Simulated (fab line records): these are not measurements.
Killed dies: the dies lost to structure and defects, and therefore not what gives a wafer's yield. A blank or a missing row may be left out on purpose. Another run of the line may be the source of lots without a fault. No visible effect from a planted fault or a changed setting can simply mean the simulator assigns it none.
Chamber matching :: flow n5_finfet :: N5_BEOL_M4_ETCH_70 on rie_diel-03: 4 sister chambers
The step etches SOC in N2/H2, target depth 80 nm, overetch 24 nm, time 130 s. 8 wafers are shown with their chamber, then 10 later ones without.

== WAFERS WITH THEIR CHAMBER ==
wafer: L080.5
chamber: 2
throttle_valve_pct (%): 17.83
showerhead_plenum_p_Torr (Torr): 2.70

wafer: L084.4
chamber: 3
throttle_valve_pct (%): 17.80
showerhead_plenum_p_Torr (Torr): 2.57

wafer: L085.2
chamber: 0
throttle_valve_pct (%): 17.33
showerhead_plenum_p_Torr (Torr): 2.60

wafer: L086.2
chamber: 1
throttle_valve_pct (%): 17.74
showerhead_plenum_p_Torr (Torr): 2.61

wafer: L086.3
chamber: 2
throttle_valve_pct (%): 17.84
showerhead_plenum_p_Torr (Torr): 2.70

wafer: L086.4
chamber: 0
throttle_valve_pct (%): 17.36
showerhead_plenum_p_Torr (Torr): 2.59

wafer: L088.1
chamber: 1
throttle_valve_pct (%): 17.77
showerhead_plenum_p_Torr (Torr): 2.60

wafer: L088.3
chamber: 3
throttle_valve_pct (%): 17.83
showerhead_plenum_p_Torr (Torr): 2.57

== WAFERS WITH NO CHAMBER GIVEN ==
wafer: L088.5
throttle_valve_pct (%): 17.76
showerhead_plenum_p_Torr (Torr): 2.60

wafer: L089.2
throttle_valve_pct (%): 17.84
showerhead_plenum_p_Torr (Torr): 2.57

wafer: L089.4
throttle_valve_pct (%): 17.76
showerhead_plenum_p_Torr (Torr): 2.60

wafer: L089.5
throttle_valve_pct (%): 17.86
showerhead_plenum_p_Torr (Torr): 2.57

wafer: L097.2
throttle_valve_pct (%): 17.86
showerhead_plenum_p_Torr (Torr): 2.56

wafer: L097.4
throttle_valve_pct (%): 17.88
showerhead_plenum_p_Torr (Torr): 2.69

wafer: L097.6
throttle_valve_pct (%): 17.85
showerhead_plenum_p_Torr (Torr): 2.56

wafer: L095.3
throttle_valve_pct (%): 17.89
showerhead_plenum_p_Torr (Torr): 2.69

wafer: L095.4
throttle_valve_pct (%): 17.39
showerhead_plenum_p_Torr (Torr): 2.59

wafer: L095.5
throttle_valve_pct (%): 17.89
showerhead_plenum_p_Torr (Torr): 2.69

== CHAMBER TAKEN BY EACH ==
wafer: L088.5
from the rows above: 1
in truth: 1

wafer: L089.2
from the rows above: 3
in truth: 3

wafer: L089.4
from the rows above: 1
in truth: 1

wafer: L089.5
from the rows above: 3
in truth: 3

wafer: L097.2
from the rows above: 3
in truth: 3

wafer: L097.4
from the rows above: 2
in truth: 2

wafer: L097.6
from the rows above: 3
in truth: 3

wafer: L095.3
from the rows above: 2
in truth: 2

wafer: L095.4
from the rows above: 0
in truth: 0

wafer: L095.5
from the rows above: 2
in truth: 2
Correct placement for 10 of the 10. From these rows, 0 cannot be placed. 0 placed wrongly.
How it was worked out, from the rows above alone: a wafer's distance from a chamber is the root of the sum, over the readings, of the square of ((its reading less the chamber's mean) divided by the reading's scatter). If the next closest chamber is less than 2 further off than the closest, the wafer can't be placed; otherwise it belongs to the closest. The mean given for a chamber averages the wafers shown for that chamber. The scatter: take each reading less its chamber's mean, square it, sum over the shown wafers, divide by the number of wafers less the number of chambers, and take the root.
